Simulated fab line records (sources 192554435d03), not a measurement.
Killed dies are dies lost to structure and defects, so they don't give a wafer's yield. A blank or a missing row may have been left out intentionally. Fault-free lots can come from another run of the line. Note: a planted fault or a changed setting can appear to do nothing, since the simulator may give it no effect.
fab line records -- flow n5-finfet
[record] lots = 7, wafers = 21
route steps=1938 shown HKMG_FIN@397 GATE_CUT@469 MOL_CONTACT_COAG@531 BEOL_M0_SAQP@634
start-h: start of the lot's first displayed wafer, in hours after the record's first day -- wait-h: hours elapsed since this lot's preceding step -- " same as the row above -- L1.1+2: a row that stands for several wafers -- - no value, or no start was given -- * or withheld: withheld -- < > ~ a bound
route shown NAME@n: names a module that has steps shown in the file, with the first one's number in the route -- usual: average and standard deviation across the fault-free wafers -- same: alike in all rows -- chamber/n: place in a boat -- sites: readings site by site -- _std_site: standard deviation of those values -- _edge_site: the outer-site mean with the inner-site mean subtracted -- radius-mm: how far each site lies from the wafer's centre -- mask NAME#n: copy n -- behind: tool/chamber where the wafer was last shaped -- hold: the reason the lot was held/the length of the hold in hours/how it ended -- device: names the non-switching transistor (n, p or np) -- end of line: the route-end tests of the same wafers -- a step with no rows: only its recipe -- killed: the dies lost at the first sort to structure and to defects; this is not the yield of the wafer -- map: per-die view of a wafer (x killed, . not killed, _ where there is no die)
set.NAME: the setting that was run; set.NAME@STEP: the one run at that earlier step -- model.NAME: the simulator's own value behind a step, which no gauge read
lots run with intentionally changed settings; tables by step, rows by wafer
[[steps]]
[step N5_HKMG_FIN_DEVELOP_48]
[recipe] develop-time-s = 30, developer = TMAH, resist = CAR-ArF, rinse-liquid = diw, dry = air-spin, dev-temp-c = 23
lot.wafer,tool,chamber,start-h,wait-h,set.develop-time-s
L078.1+4+5,litho-track-05,0,-,-,30
L081.4,litho-track-05,0,-,-,30
L081.5+6,litho-track-05,0,-,-,26.5
L082.1+2+6,litho-track-05,0,-,-,30
L085.2+5+6,litho-track-03,0,-,-,30
L090.1+3+5,litho-track-05,0,-,-,30
L091.3+4,litho-track-03,0,-,-,35.52
L091.6,litho-track-03,0,-,-,30
L094.1+2+4,litho-track-05,0,-,-,30
[step N5_HKMG_FIN_CD_MEAS_49]
[recipe] target-cd-nm = 202, landing-energy-ev = 500, detector = se-inlens, polarity = opening
[usual] cd-nm = 202.0/0.63
lot.wafer,tool,chamber,start-h,wait-h,set.peb-time-s@HKMG_FIN_PEB_47,cd-nm
L078.1,cd-sem-02,0,97.83,-,60,202.6
L078.4,cd-sem-02,0,97.83,-,60,202.9
L078.5,cd-sem-02,0,97.83,-,60,202.6
L081.4,cd-sem-02,0,119.53,-,60,201.2
L081.5,cd-sem-02,0,119.53,-,60,201.2
L081.6,cd-sem-02,0,119.53,-,60,201.2
L082.1,cd-sem-03,0,124.99,-,60,201.5
L082.2,cd-sem-03,0,124.99,-,60,201.7
L082.6,cd-sem-03,0,124.99,-,60,201.7
L085.2,cd-sem-01,0,146.01,-,52.68,197.7
L085.5,cd-sem-01,0,146.01,-,52.68,197.7
L085.6,cd-sem-01,0,146.01,-,60,202.9
L090.1,cd-sem-02,0,165.88,-,60,201.7
L090.3,cd-sem-02,0,165.88,-,60,201.8
L090.5,cd-sem-02,0,165.88,-,60,201.8
L091.3,cd-sem-03,0,175.58,-,60,202.4
L091.4,cd-sem-03,0,175.58,-,60,203.2
L091.6,cd-sem-03,0,175.58,-,49.21,195.2
L094.1,cd-sem-01,0,192.36,-,60,201.4
L094.2,cd-sem-01,0,192.36,-,60,202.3
L094.4,cd-sem-01,0,192.36,-,60,202.5
[step N5_HKMG_FIN_DESCUM_53]
[recipe] chemistry = O2, time-s = 7.9, source-power-w = 50, bias-power-w = 20, pressure-mtorr = 20, rf-frequency-hz = 2.712e+07, temp-c = 40, resist = CAR-ArF, o2-flow-sccm = 225
[step N5_HKMG_FIN_ETCH_54]
[recipe] chemistry = CF4, target = SiARC, target-depth-a = 455, mask-material = CAR-ArF, time-s = 75.8, ion-energy-ev = 80, pressure-mtorr = 40, source-w = 545, bias-w = 36, Ar_flow_sccm = 100, cf4-flow-sccm = 100, ends = cleared
lot.wafer,tool,chamber,start-h,wait-h,set.peb-time-s@HKMG_FIN_PEB_47,model.HKMG_FIN.cd-offset-nm
L078.1,rie-diel-05,3,97.95,0.0,60,0.8
L078.4,rie-diel-05,2,97.95,0.0,60,0.6
L078.5,rie-diel-05,1,97.95,0.0,60,0.4
L081.4+5+6,rie-diel-05,"2,0,1",119.68,0.0,60,-1
L082.1+6,rie-diel-02,1,125.11,0.0,60,-0.2
L082.2,rie-diel-02,3,125.11,0.0,60,0.2
L085.2,rie-diel-05,1,146.17,0.0,52.68,-4
L085.5,rie-diel-05,1,146.17,0.0,52.68,-4.4
L085.6,rie-diel-05,0,146.17,0.0,60,1
L090.1,rie-diel-04,2,166.00,0.0,60,0
L090.3,rie-diel-04,0,166.00,0.0,60,-0.2
L090.5,rie-diel-04,3,166.00,0.0,60,-0.6
L091.3,rie-diel-02,2,175.70,0.0,60,0.6
L091.4,rie-diel-02,3,175.70,0.0,60,1.2
L091.6,rie-diel-02,1,175.70,0.0,49.21,-6.4
L094.1+2,rie-diel-04,"0,3",192.73,0.0,60,-0.4
L094.4,rie-diel-04,1,192.73,0.0,60,0.4
[step N5_HKMG_FIN_ETCH_55]
[recipe] chemistry = N2/H2, target = SOC, target-depth-a = 2400, temp-c = 40, time-s = 300, ion-energy-ev = 200, mask-material = SiARC, pressure-mtorr = 30, source-w = 840, bias-w = 150, n2-flow-sccm = 200, h2-flow-sccm = 200
lot.wafer,tool,chamber,start-h,wait-h,set.peb-time-s@HKMG_FIN_PEB_47,model.HKMG_FIN.cd-offset-nm
L078.1,rie-diel-05,3,98.01,0.0,60,0.8
L078.4,rie-diel-05,2,98.01,0.0,60,0.2
L078.5,rie-diel-05,1,98.01,0.0,60,0
L081.4,rie-diel-05,2,119.80,0.1,60,-1.8
L081.5,rie-diel-05,0,119.80,0.1,60,-1.2
L081.6,rie-diel-05,1,119.80,0.1,60,-1.6
L082.1+6,rie-diel-02,1,125.16,0.0,60,0
L082.2,rie-diel-02,3,125.16,0.0,60,-0.6
L085.2,rie-diel-05,1,146.22,0.0,52.68,-4.4
L085.5,rie-diel-05,1,146.22,0.0,52.68,-4.6
L085.6,rie-diel-05,0,146.22,0.0,60,0.6
L090.1,rie-diel-04,2,166.06,0.0,60,0.4
L090.3,rie-diel-04,0,166.06,0.0,60,-0.2
L090.5,rie-diel-04,3,166.06,0.0,60,-1.2
L091.3,rie-diel-02,2,175.76,0.0,60,0.6
L091.4,rie-diel-02,3,175.76,0.0,60,1.2
L091.6,rie-diel-02,1,175.76,0.0,49.21,-6.6
L094.1,rie-diel-04,0,192.79,0.0,60,-0.8
L094.2,rie-diel-04,3,192.79,0.0,60,-1.2
L094.4,rie-diel-04,1,192.79,0.0,60,0.4
[step N5_GATE_CUT_ETCH_58]
[recipe] chemistry = CH3F/O2, target = SiNx, target-depth-a = 170, time-s = 128.6, ion-energy-ev = 50, pressure-mtorr = 30, source-w = 415, bias-w = 21, Ar_flow_sccm = 150, CH3F_flow_sccm = 30, O2_flow_sccm = 20
[usual] rf-vpp-V = 99.2/1
lot.wafer,tool,chamber,start-h,wait-h,set.bias-w,rf-vpp-V
L078.1,rie-diel-03,1,106.36,0.0,21,99.9
L078.4,rie-diel-03,3,106.36,0.0,21,100.4
L078.5,rie-diel-03,0,106.36,0.0,23.63,107.6
L081.4,rie-diel-06,3,127.58,0.0,22.6,105.4
L081.5,rie-diel-06,3,127.58,0.0,21,99.2
L081.6,rie-diel-06,2,127.58,0.0,22.6,103.3
L082.1,rie-diel-06,0,133.08,0.1,21,99.6
L082.2,rie-diel-06,3,133.08,0.1,21,99.9
L082.6,rie-diel-06,3,133.08,0.1,21,98.8
L085.2,rie-diel-01,1,155.06,0.1,22.62,104.6
L085.5,rie-diel-01,1,155.06,0.1,21,100.6
L085.6,rie-diel-01,2,155.06,0.1,22.62,103.1
L090.1,rie-diel-01,2,174.87,0.2,21,98.3
L090.3,rie-diel-01,0,174.87,0.2,19.36,94.2
L090.5,rie-diel-01,3,174.87,0.2,19.36,93.8
L091.3,rie-diel-03,0,183.82,0.0,17.27,88.6
L091.4,rie-diel-03,3,183.82,0.0,17.27,87.7
L091.6,rie-diel-03,3,183.82,0.0,17.27,89.6
L094.1,rie-diel-01,3,201.30,0.1,21,100.0
L094.2,rie-diel-01,2,201.30,0.1,21,99.2
L094.4,rie-diel-01,1,201.30,0.1,21,98.8
[step N5_MOL_CONTACT_COAG_ETCH_105]
[recipe] chemistry = CF4, target = SiARC, target-depth-a = 156, mask-material = CAR-EUV, time-s = 26, ion-energy-ev = 80, pressure-mtorr = 40, source-w = 545, bias-w = 36, Ar_flow_sccm = 100, cf4-flow-sccm = 100, ends = cleared
[usual] rf-vpp-V = 184.1/1.3
lot.wafer,tool,chamber,start-h,wait-h,set.bias-w,rf-vpp-V
L078.1,rie-diel-05,2,113.98,0.0,41.03,200.4
L078.4,rie-diel-05,1,113.98,0.0,36,184.1
L078.5,rie-diel-05,3,113.98,0.0,36,182.6
L081.4,rie-diel-04,1,134.93,0.0,38.97,193.2
L081.5,rie-diel-04,0,134.93,0.0,38.97,194.4
L081.6,rie-diel-04,1,134.93,0.0,36,184.4
L082.1,rie-diel-02,2,140.77,0.0,36,183.7
L082.2,rie-diel-02,3,140.77,0.0,36,184.8
L082.6,rie-diel-02,0,140.77,0.0,36,182.1
L085.2,rie-diel-02,3,162.73,0.0,36,185.7
L085.5,rie-diel-02,0,162.73,0.0,40.16,196.1
L085.6,rie-diel-02,3,162.73,0.0,36,184.6
L090.1,rie-diel-02,3,182.39,0.0,36,185.2
L090.3,rie-diel-02,0,182.39,0.0,36,183.7
L090.5,rie-diel-02,1,182.39,0.0,30.95,167.0
L091.3,rie-diel-02,2,193.77,0.0,36,184.4
L091.4,rie-diel-02,3,193.77,0.0,38.17,190.7
L091.6,rie-diel-02,1,193.77,0.0,36,185.0
L094.1,rie-diel-05,3,209.53,0.0,36,186.2
L094.2,rie-diel-05,2,209.53,0.0,40.83,200.6
L094.4,rie-diel-05,1,209.53,0.0,36,182.1
[step N5_MOL_CONTACT_COAG_ETCH_15]
[recipe] chemistry = CH3F/O2, target = SiNx, target-depth-a = 70, mask-material = SOC, stop-on = Si:P, over-etch-frac = 0.75, ion-energy-ev = 120, pressure-mtorr = 30, source-w = 395, bias-w = 73, Ar_flow_sccm = 150, CH3F_flow_sccm = 30, O2_flow_sccm = 20
[usual] rf-vpp-V = 297/3.7
lot.wafer,tool,chamber,start-h,wait-h,set.source-w,rf-vpp-V
L078.1,rie-diel-05,2,114.14,0.0,395,300
L078.4,rie-diel-05,1,114.14,0.0,463.3,278
L078.5,rie-diel-05,3,114.14,0.0,395,296
L081.4,rie-diel-04,1,135.09,0.0,395,294
L081.5,rie-diel-04,0,135.09,0.0,367.6,305
L081.6,rie-diel-04,1,135.09,0.0,367.6,305
L082.1,rie-diel-02,2,140.94,0.0,395,291
L082.2,rie-diel-02,3,140.94,0.0,395,296
L082.6,rie-diel-02,0,140.94,0.0,395,302
L085.2,rie-diel-02,3,162.89,0.0,395,296
L085.5,rie-diel-02,0,162.89,0.0,463.5,279
L085.6,rie-diel-02,3,162.89,0.0,463.5,276
L090.1,rie-diel-02,3,182.56,0.0,363.3,310
L090.3,rie-diel-02,0,182.56,0.0,395,300
L090.5,rie-diel-02,1,182.56,0.0,395,292
L091.3,rie-diel-02,2,193.93,0.0,395,289
L091.4,rie-diel-02,3,193.93,0.0,395,296
L091.6,rie-diel-02,1,193.93,0.0,395,293
L094.1,rie-diel-05,3,209.69,0.0,345.1,319
L094.2,rie-diel-05,2,209.69,0.0,395,300
L094.4,rie-diel-05,1,209.69,0.0,395,300
[step N5_MOL_CONTACT_COAG_VIA_ETCH_117]
[recipe] chemistry = C4F6/O2, target-depth-a = 400, overetch-a = 80, mask-material = SOC, target = SiO2, bias-w = 455, pressure-mtorr = 10, time-s = 26, source-w = 325, Ar_flow_sccm = 300, C4F6_flow_sccm = 10, O2_flow_sccm = 10, ion-energy-ev = 575.3, ends = end-point
[usual] rf-vpp-V = 1588/20
lot.wafer,tool,chamber,start-h,wait-h,set.bias-w,rf-vpp-V
L078.1,rie-diel-05,2,125.85,0.0,455,1597
L078.4,rie-diel-05,0,125.85,0.0,455,1583
L078.5,rie-diel-05,2,125.85,0.0,455,1597
L081.4,rie-diel-04,2,145.19,0.0,455,1605
L081.5,rie-diel-04,0,145.19,0.0,455,1571
L081.6,rie-diel-04,1,145.19,0.0,396.4,1419
L082.1,rie-diel-05,1,152.17,0.0,455,1607
L082.2,rie-diel-05,2,152.17,0.0,455,1596
L082.6,rie-diel-05,2,152.17,0.0,455,1597
L085.2,rie-diel-02,2,174.79,0.0,455,1553
L085.5,rie-diel-02,3,174.79,0.0,455,1580
L085.6,rie-diel-02,2,174.79,0.0,416.6,1453
L090.1,rie-diel-04,0,196.55,0.0,455,1569
L090.3,rie-diel-04,1,196.55,0.0,455,1573
L090.5,rie-diel-04,1,196.55,0.0,455,1574
L091.3,rie-diel-04,3,206.58,0.0,455,1622
L091.4,rie-diel-04,0,206.58,0.0,455,1569
L091.6,rie-diel-04,1,206.58,0.0,455,1573
L094.1,rie-diel-02,2,223.57,0.0,455,1551
L094.2,rie-diel-02,0,223.57,0.0,455,1603
L094.4,rie-diel-02,3,223.57,0.0,391.9,1412
[step N5_MOL_CONTACT_COAG_ETCH_124]
[recipe] chemistry = CH3F/O2, target = SiNx, target-depth-a = 65, mask-material = SOC, stop-on = SiOC, over-etch-frac = 0.3, ion-energy-ev = 120, pressure-mtorr = 30, source-w = 395, bias-w = 73, Ar_flow_sccm = 150, CH3F_flow_sccm = 30, O2_flow_sccm = 20, ends = end-point
[usual] rf-vpp-V = 297/4
lot.wafer,tool,chamber,start-h,wait-h,set.bias-w,rf-vpp-V
L078.1,rie-diel-05,2,125.88,0.0,77.43,314
L078.4,rie-diel-05,0,125.88,0.0,77.43,311
L078.5,rie-diel-05,2,125.88,0.0,73,299
L081.4,rie-diel-04,2,145.22,0.0,73,302
L081.5,rie-diel-04,0,145.22,0.0,68.05,279
L081.6,rie-diel-04,1,145.22,0.0,73,295
L082.1,rie-diel-05,1,152.20,0.0,73,300
L082.2,rie-diel-05,2,152.20,0.0,73,299
L082.6,rie-diel-05,2,152.20,0.0,73,299
L085.2,rie-diel-02,2,174.82,0.0,62.68,257
L085.5,rie-diel-02,3,174.82,0.0,73,295
L085.6,rie-diel-02,2,174.82,0.0,73,291
L090.1,rie-diel-04,0,196.58,0.0,73,294
L090.3,rie-diel-04,1,196.58,0.0,73,294
L090.5,rie-diel-04,1,196.58,0.0,73,295
L091.3,rie-diel-04,3,206.61,0.0,82.65,335
L091.4,rie-diel-04,0,206.61,0.0,73,295
L091.6,rie-diel-04,1,206.61,0.0,73,295
L094.1,rie-diel-02,2,223.59,0.0,85.89,331
L094.2,rie-diel-02,0,223.59,0.0,73,302
L094.4,rie-diel-02,3,223.59,0.0,85.89,337
[step N5_BEOL_M0_SAQP_HM_DEP_02]
[recipe] material = TiN, target-thk-a = 120, temp-c = 25, chamber-pressure-pa = 0.49996
lot.wafer,tool,chamber,start-h,wait-h,set.target-thk-a,model.TiN_of_BEOL_M0_SAQP_HM_DEP_02.thk-nm
L078.1+5,pvd-sputter-01,-,133.60,2.4,120,11.8
L078.4,pvd-sputter-01,-,133.60,2.4,120,12
L081.4+6,pvd-sputter-02,-,150.54,0.8,112.6,11.4
L081.5,pvd-sputter-02,-,150.54,0.8,120,12.2
L082.1+2,pvd-sputter-02,-,156.73,0.0,120,12.2
L082.6,pvd-sputter-02,-,156.73,0.0,120,12.4
L085.2+6,pvd-sputter-01,-,180.85,1.5,120,11.8
L085.5,pvd-sputter-01,-,180.85,1.5,129.6,12.6
L090.1,pvd-sputter-03,-,203.65,1.2,120,11.8
L090.3,pvd-sputter-03,-,203.65,1.2,132.1,13.4
L090.5,pvd-sputter-03,-,203.65,1.2,120,12
L091.3+6,pvd-sputter-03,-,211.68,0.6,120,12.2
L091.4,pvd-sputter-03,-,211.68,0.6,104.1,10.6
L094.1,pvd-sputter-03,-,228.33,0.2,120,12
L094.2,pvd-sputter-03,-,228.33,0.2,120,12.2
L094.4,pvd-sputter-03,-,228.33,0.2,114.1,11.6
[step N5_BEOL_M0_SAQP_HM_DEP_111]
[recipe] material = SiO2, target-thk-a = 120, temp-c = 400, precursor = SiH4/N2O, pressure-torr = 0.75, rf-w = 275, time-s = 7.2
lot.wafer,tool,chamber,start-h,wait-h,set.time-s,model.SiO2_of_BEOL_M0_SAQP_HM_DEP_111.thk-nm
L078.1,pecvd-01,0,133.97,0.0,6.781,11.2
L078.4+5,pecvd-01,"1,2",133.97,0.0,7.2,12.2
L081.4,pecvd-04,0,150.94,0.1,7.2,11.8
L081.5,pecvd-04,1,150.94,0.1,8.211,13.6
L081.6,pecvd-04,2,150.94,0.1,7.2,12
L082.1+2,pecvd-04,"2,1",157.20,0.0,7.2,11.8
L082.6,pecvd-04,2,157.20,0.0,7.2,12
L085.2,pecvd-04,1,181.22,0.0,7.2,11.8
L085.5,pecvd-04,0,181.22,0.0,7.2,11.6
L085.6,pecvd-04,1,181.22,0.0,7.2,12
L090.1+3,pecvd-04,"0,2",204.03,0.0,6.573,10.8
L090.5,pecvd-04,1,204.03,0.0,7.2,12
L091.3,pecvd-01,0,212.18,0.1,6.775,11.6
L091.4+6,pecvd-01,1,212.18,0.1,7.2,12.2
L094.1,pecvd-03,1,228.70,0.0,8.082,13.2
L094.2,pecvd-03,0,228.70,0.0,7.2,12.2
L094.4,pecvd-03,2,228.70,0.0,7.2,11.8
[step N5_BEOL_M0_SAQP_COAT_81]
[recipe] resist = SOC, temp-c = 250, time-s = 60, spin-rpm = 1500, resist-thk-nm = 100
[step N5_BEOL_M0_SAQP_COAT_82]
[recipe] resist = SiARC, temp-c = 220, time-s = 60, spin-rpm = 1500, resist-thk-nm = 30
[step N5_BEOL_M0_SAQP_ETCH_84]
[recipe] chemistry = N2/H2, target = SOC, target-depth-a = 1000, overetch-a = 200, mask-material = SiARC, temp-c = 40, time-s = 150, ion-energy-ev = 200, pressure-mtorr = 30, source-w = 840, bias-w = 150, n2-flow-sccm = 200, h2-flow-sccm = 200
[step N5_BEOL_M0_SAQP_STRIP_80]
[recipe] chemistry = N2/H2, temp-c = 40, n2-flow-sccm = 200, h2-flow-sccm = 200, rf-frequency-hz = 6e+07
[step N5_BEOL_M0_SAQP_HM_OPEN_112]
[recipe] chemistry = CHF3/O2, target = SiO2, stop-on = a-Si, target-depth-a = 120, over-etch-frac = 1.25, mask-material = SOC, time-s = 13.5, pressure-mtorr = 30, source-w = 650, bias-w = 170, Ar_flow_sccm = 200, CHF3_flow_sccm = 50, O2_flow_sccm = 5, ion-energy-ev = 200, ends = end-point
lot.wafer,tool,chamber,start-h,wait-h,set.time-s@BEOL_M0_SAQP_HM_DEP_111,model.etch.depth-nm
L078.1,rie-diel-06,2,134.95,0.0,6.781,11.18
L078.4,rie-diel-06,1,134.95,0.0,7.2,12.3
L078.5,rie-diel-06,3,134.95,0.0,7.2,12.19
L081.4,rie-diel-03,2,151.66,0.0,7.2,11.86
L081.5,rie-diel-03,1,151.66,0.0,8.211,13.68
L081.6,rie-diel-03,2,151.66,0.0,7.2,12.05
L082.1,rie-diel-06,3,157.92,0.0,7.2,11.89
L082.2,rie-diel-06,2,157.92,0.0,7.2,11.77
L082.6,rie-diel-06,1,157.92,0.0,7.2,11.95
L085.2,rie-diel-06,1,181.82,0.0,7.2,11.71
L085.5,rie-diel-06,0,181.82,0.0,7.2,11.65
L085.6,rie-diel-06,3,181.82,0.0,7.2,11.96
L090.1,rie-diel-06,2,204.63,0.0,6.573,10.74
L090.3,rie-diel-06,1,204.63,0.0,6.573,10.85
L090.5,rie-diel-06,1,204.63,0.0,7.2,11.95
L091.3,rie-diel-06,0,212.78,0.0,6.775,11.6
L091.4,rie-diel-06,2,212.78,0.0,7.2,12.23
L091.6,rie-diel-06,0,212.78,0.0,7.2,12.26
L094.1,rie-diel-06,3,229.37,0.0,8.082,13.15
L094.2,rie-diel-06,0,229.37,0.0,7.2,12.12
L094.4,rie-diel-06,2,229.37,0.0,7.2,11.85
[[key]]
[split] step = N5_HKMG_FIN_DEVELOP_48, setting = develop-time-s, stated = 30, by = wafer
response none clear
[split] step = N5_GATE_CUT_ETCH_58, setting = bias-w, stated = 21, by = wafer
[response] step = N5_GATE_CUT_ETCH_58, reading = rf-vpp-V, change = +0.573, per = 1%, r = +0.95
[split] step = N5_MOL_CONTACT_COAG_ETCH_105, setting = bias-w, stated = 36, by = wafer
[response] step = N5_MOL_CONTACT_COAG_ETCH_105, reading = rf-vpp-V, change = +1.17, per = 1%, r = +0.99
[split] step = N5_MOL_CONTACT_COAG_ETCH_15, setting = source-w, stated = 395, by = wafer
[response] step = N5_MOL_CONTACT_COAG_ETCH_15, reading = rf-vpp-V, change = -1.23, per = 1%, r = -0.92
[split] step = N5_MOL_CONTACT_COAG_VIA_ETCH_117, setting = bias-w, stated = 455, by = wafer
[response] step = N5_MOL_CONTACT_COAG_VIA_ETCH_117, reading = rf-vpp-V, change = +12.6, per = 1%, r = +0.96
[split] step = N5_MOL_CONTACT_COAG_ETCH_124, setting = bias-w, stated = 73, by = wafer
[response] step = N5_MOL_CONTACT_COAG_ETCH_124, reading = rf-vpp-V, change = +2.37, per = 1%, r = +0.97
[split] step = N5_BEOL_M0_SAQP_HM_DEP_02, setting = target-thk-a, stated = 120, by = wafer
[response] step = N5_BEOL_M0_SAQP_HM_DEP_02, reading = model.TiN_of_BEOL_M0_SAQP_HM_DEP_02.thk-nm, change = +0.124, per = 1%, r = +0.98
[split] step = N5_BEOL_M0_SAQP_HM_DEP_111, setting = time-s, stated = 7.2, by = wafer
[response] step = N5_BEOL_M0_SAQP_HM_DEP_111, reading = model.SiO2_of_BEOL_M0_SAQP_HM_DEP_111.thk-nm, change = +0.119, per = 1%, r = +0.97
[response] step = N5_BEOL_M0_SAQP_HM_OPEN_112, reading = model.etch.depth-nm, change = +0.119, per = 1%, r = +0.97
split outside-this-file step=N5_HKMG_FIN_PEB_47 setting=peb-time-s
// split outside-this-file: this setting was split too, and the file shows its column; the key of that split is in another file
